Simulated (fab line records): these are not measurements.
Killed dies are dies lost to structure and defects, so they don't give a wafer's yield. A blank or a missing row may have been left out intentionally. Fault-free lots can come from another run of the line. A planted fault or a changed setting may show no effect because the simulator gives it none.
Which of the tools did it?	flow n5 finfet	25 wafers from 9 lots sampled at 5 of the route's 1938 steps

== WHAT THE GAUGES SHOWED, per wafer ==
N5_BEOL_M4_RC_MEAS_101. Usual: DIBL_N 35.8 mV/V, standard deviation 1.8; DIBL_P 35.9 mV/V, standard deviation 2.2; IOFF_N 0.16 nA/um, standard deviation 0.035; IOFF_P 0.21 nA/um, standard deviation 0.04; ION_N 672 uA/um, standard deviation 11; ION_P 461 uA/um, standard deviation 7.4; SS_N 71.4 mV/dec, standard deviation 0.64; SS_P 73.2 mV/dec, standard deviation 0.67; VT_N 250 mV, standard deviation 3.5; VT_P -251 mV, standard deviation 3.4.
lot	measured	on	DIBL_N (mV/V)	DIBL_P (mV/V)	IOFF_N (nA/um)	IOFF_P (nA/um)	ION_N (uA/um)	ION_P (uA/um)	SS_N (mV/dec)	SS_P (mV/dec)	VT_N (mV)	VT_P (mV)	flag
L578	day 7 19:40	prober-02	35.0 35.8 35.0	34.4 36.3 35.2	0.15 0.17 0.15	0.16 0.19 0.17	664 691 671	450 467 459	71.5 72.1 72.0	73.0 73.8 72.7	250 248 248	-254 -252 -252	
L581	day 8 15:26	prober-02	36.6 32.9 34.7	36.8 32.4 33.6	0.18 0.12 0.14	0.25 0.18 0.18	683 659 665	471 458 454	72.0 70.8 71.4	73.6 72.4 72.8	245 255 249	-246 -251 -250	
L582	day 8 20:38	prober-02	37.6 34.5 35.5	39.3 35.6 37.1	0.21 0.15 0.17	0.27 0.21 0.24	679 670 676	467 459 473	72.1 71.0 71.4	73.9 72.9 73.0	247 250 251	-246 -247 -248	
L584	day 10 00:50	prober-01	38.6 35.0	40.7 36.7	0.21 0.13	0.24 0.17	691 665	467 451	72.3 71.1	73.7 72.8	247 254	-250 -255	
L590	day 11 11:02	prober-02	39.1 34.3	39.8 33.5	0.23 0.12	0.27 0.17	690 665	472 457	72.2 70.7	73.6 73.1	244 254	-248 -252	
L591	day 11 16:23	prober-02	35.2 37.3 37.5	34.5 37.3 38.5	0.14 0.16 0.18	0.18 0.22 0.25	667 684 682	459 467 465	70.5 71.4 71.2	72.1 72.6 73.1	252 250 246	-250 -250 -249	
L592	day 11 19:51	prober-02	34.3 37.1 35.0	34.6 38.2 35.8	0.13 0.19 0.15	0.21 0.28 0.23	658 664 669	462 464 470	71.3 71.2 70.5	73.0 73.7 72.3	253 247 249	-249 -246 -246	
L595	day 12 09:31	prober-01	37.6 36.7 35.9	37.8 36.8 36.1	0.17 0.15 0.14	0.19 0.17 0.17	671 668 660	444 446 448	72.1 72.0 71.8	73.8 73.5 73.5	251 252 253	-257 -256 -256	
L599	day 12 23:56	prober-01	37.1 36.5 33.7	37.8 36.8 32.5	0.17 0.15 0.11	0.21 0.20 0.15	679 674 660	458 468 454	72.1 71.4 70.9	74.1 73.9 72.8	246 251 255	-251 -255 -255	

== EACH LOT AND THE TOOL THAT RAN IT (in order: tool; ch and the chambers of the sampled wafers; start) ==
lot	N5_BEOL_M4_STRIP_19	N5_BEOL_M4_ETCH_77	N5_BEOL_M4_ALD_98	N5_BEOL_M4_TRENCH_ETCH_37
L578	rie diel-04 ch 2,3, day 7 12:47	rie diel-02 ch 0,3, day 7 13:28	ald sin-01 ch 1,2,3, day 7 13:34	rie diel-04 ch 0,2, day 7 19:40 or earlier
L581	rie diel-05 ch 0,2, day 8 02:53	rie diel-02 ch 0,2,3, day 8 03:26	ald sin-04 ch 0,3, day 8 03:32	rie diel-04 ch 1,2,3, day 8 15:26 or earlier
L582	rie diel-02 ch 0,1,3, day 8 08:28	rie diel-04 ch 0,1,3, day 8 09:01	ald sin-01 ch 1,2,3, day 8 10:02	rie diel-05 ch 2,3, day 8 20:38 or earlier
L584	rie diel-05 ch 0,3, day 9 14:55	rie diel-02 ch 0,3, day 9 15:47	ald sin-04 ch 2,3, day 9 15:53	rie diel-04 ch 0,3, day 10 00:50 or earlier
L590	rie diel-02 ch 0,3, day 11 01:32	rie diel-02 ch 1,3, day 11 02:13	ald sin-02 ch 2,3, day 11 02:49	rie diel-05 ch 2,3, day 11 11:02 or earlier
L591	rie diel-02 ch 0,1,2, day 11 04:38	rie diel-02 ch 0,1,3, day 11 05:11	ald sin-02 ch 0,2,3, day 11 05:31	rie diel-02 ch 0,2,3, day 11 16:23 or earlier
L592	rie diel-05 ch 0,2,3, day 11 11:36	rie diel-04 ch 0,3, day 11 12:22	ald sin-01 ch 0,1,3, day 11 12:29	rie diel-05 ch 2,3, day 11 19:51 or earlier
L595	rie diel-05 ch 1,2,3, day 12 01:32	rie diel-05 ch 0,1, day 12 02:12	ald sin-01 ch 0,1,2, day 12 02:32	rie diel-04 ch 0,1,3, day 12 09:31 or earlier
L599	rie diel-04 ch 0,1,2, day 12 18:47	rie diel-05 ch 0,2,3, day 12 19:28	ald sin-02 ch 0,1,2, day 12 19:34	rie diel-04 ch 1,2,3, day 12 23:56 or earlier
- N5_BEOL_M4_STRIP_19: strips in O2.
- N5_BEOL_M4_ETCH_77: etches underlayer in N2/H2, target depth 6.5 nm, time 5.2 s.
- N5_BEOL_M4_ALD_98: deposits SiO2, target thk 2.5 nm, pulse time 1 s, co reactant pulse time 1 s.
- N5_BEOL_M4_TRENCH_ETCH_37: etches SiOC in C4F6/O2, target depth 55.555 nm, time 29.2 s.

== AS READ BY THE TOOLS THEMSELVES (means over the sampled wafers that have a number; for cases with no such wafer, the mark the record gives instead) ==
N5_BEOL_M4_STRIP_19. Usual: drypump motor current A 5.6 A, standard deviation 0.38; oes product au 0.80 a.u., standard deviation 0.082; rf vpp V 3.6 V, standard deviation 0.43; showerhead plenum p Torr 2.11 Torr, standard deviation 0.064; throttle valve pct 16.55 %, standard deviation 0.18.
lot	tool	drypump motor current A (A)	oes product au (a.u.)	rf vpp V (V)	showerhead plenum p Torr (Torr)	throttle valve pct (%)	flag
L578	rie diel-04	5.2	0.85	3.4	2.22	16.53	
L581	rie diel-05	5.7	0.76	3.4	2.18	16.37	
L582	rie diel-02	5.4	0.88	3.5	2.09	16.52	
L584	rie diel-05	5.6	0.77	3.3	2.16	16.62	
L590	rie diel-02	5.5	0.81	3.6	2.07	16.59	
L591	rie diel-02	5.8	0.80	3.4	2.08	16.55	
L592	rie diel-05	5.7	0.73	3.9	2.15	16.54	
L595	rie diel-05	5.6	0.76	3.7	2.09	16.55	
L599	rie diel-04	5.6	0.76	3.4	2.10	16.60	

N5_BEOL_M4_ETCH_77. Usual: drypump motor current A 5.6 A, standard deviation 0.39; etch rf on time s 5.21 s, standard deviation 0.09; oes product au 0.68 a.u., standard deviation 0.069; rf vpp V 524.3 V, standard deviation 2.7; showerhead plenum p Torr 2.56 Torr, standard deviation 0.085; throttle valve pct 17.76 %, standard deviation 0.19.
lot	tool	drypump motor current A (A)	etch rf on time s (s)	oes product au (a.u.)	rf vpp V (V)	showerhead plenum p Torr (Torr)	throttle valve pct (%)	flag
L578	rie diel-02	5.5	5.30	0.73	522.9	2.51	17.76	
L581	rie diel-02	5.8	5.25	0.70	521.9	2.49	17.74	
L582	rie diel-04	5.4	5.20	0.74	525.3	2.59	17.64	
L584	rie diel-02	5.5	6.17	0.66	523.1	2.52	17.75	OFF
L590	rie diel-02	5.5	6.14	0.69	523.2	2.54	17.88	OFF
L591	rie diel-02	5.4	5.88	0.67	525.1	2.55	17.80	OFF
L592	rie diel-04	5.6	5.26	0.66	525.5	2.58	17.76	
L595	rie diel-05	5.4	5.10	0.76	524.5	2.56	17.84	
L599	rie diel-05	5.7	5.24	0.61	525.0	2.59	17.65	

N5_BEOL_M4_ALD_98. Usual: heater power w 77 W, standard deviation 8.9; precursor pulse height rel 1.003, standard deviation 0.022.
lot	tool	heater power w (W)	precursor pulse height rel	flag
L578	ald sin-01	73	1.016	
L581	ald sin-04	71	1.023	
L582	ald sin-01	73	1.004	
L584	ald sin-04	74	0.990	
L590	ald sin-02	74	0.982	
L591	ald sin-02	82	0.994	
L592	ald sin-01	71	1.007	
L595	ald sin-01	70	1.009	
L599	ald sin-02	86	1.011	

N5_BEOL_M4_TRENCH_ETCH_37. Usual: drypump motor current A 5.6 A, standard deviation 0.42; oes_o_777_au 0.80 a.u., standard deviation 0.079; oes product au 0.80 a.u., standard deviation 0.08; rf vpp V 663 V, standard deviation 12; showerhead plenum p Torr 2.85 Torr, standard deviation 0.089; throttle valve pct 20.73 %, standard deviation 0.19.
lot	tool	drypump motor current A (A)	oes_o_777_au (a.u.)	oes product au (a.u.)	rf vpp V (V)	showerhead plenum p Torr (Torr)	throttle valve pct (%)	flag
L578	rie diel-04	5.8	0.76	0.76	659	2.88	20.81	
L581	rie diel-04	5.4	0.88	0.86	656	2.93	20.69	
L582	rie diel-05	5.8	0.71	0.70	666	2.90	20.55	
L584	rie diel-04	5.5	0.81	0.81	668	2.92	20.69	
L590	rie diel-05	5.8	0.69	0.69	670	2.87	20.63	
L591	rie diel-02	5.8	0.79	0.78	658	2.79	20.80	
L592	rie diel-05	5.7	0.69	0.68	675	2.85	20.68	
L595	rie diel-04	5.4	0.82	0.82	662	2.87	20.59	
L599	rie diel-04	5.4	0.83	0.80	655	2.91	20.74	

== THE ANSWER, worked out from the rows above alone ==
Rule: lot off if the mean of its wafers having a number is beyond 3 standard deviations from the usual mean. Also off: a lot with no number at a reading for which 4 or more lots have one. The other lots that the step has rows for count as sound. Order of review: gauges by route order, followed by the tools' own readings, for which a lot's mean as printed above is used. The first step at which some lot is off is used, and at that step the reading that is off furthest; a lot without a number counts as furthest.
Off, at N5_BEOL_M4_ETCH_77 on etch rf on time s: L584, L590, L591.
A tool fits if, at that step or a process step before it, it ran every lot that is off, and no sound lot after the first of them. One candidate fits, namely rie diel-02 at N5_BEOL_M4_ETCH_77. A fault onset in the window from L581 (day 8 03:26, its last sound lot) to L584 (day 9 15:47, its first lot off) fits.
On the lots that are off, the tool's own readings at N5_BEOL_M4_ETCH_77 differ by more than 5 times the standard deviation of the sound lots' means, which bears it out; etch rf on time s reads 6.06 s there versus 5.22 s on the sound lots.

== WHAT THE SIMULATOR PUT IN ==
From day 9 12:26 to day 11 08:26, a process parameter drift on rie diel-02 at N5_BEOL_M4_ETCH_77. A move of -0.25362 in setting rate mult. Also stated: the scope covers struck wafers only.
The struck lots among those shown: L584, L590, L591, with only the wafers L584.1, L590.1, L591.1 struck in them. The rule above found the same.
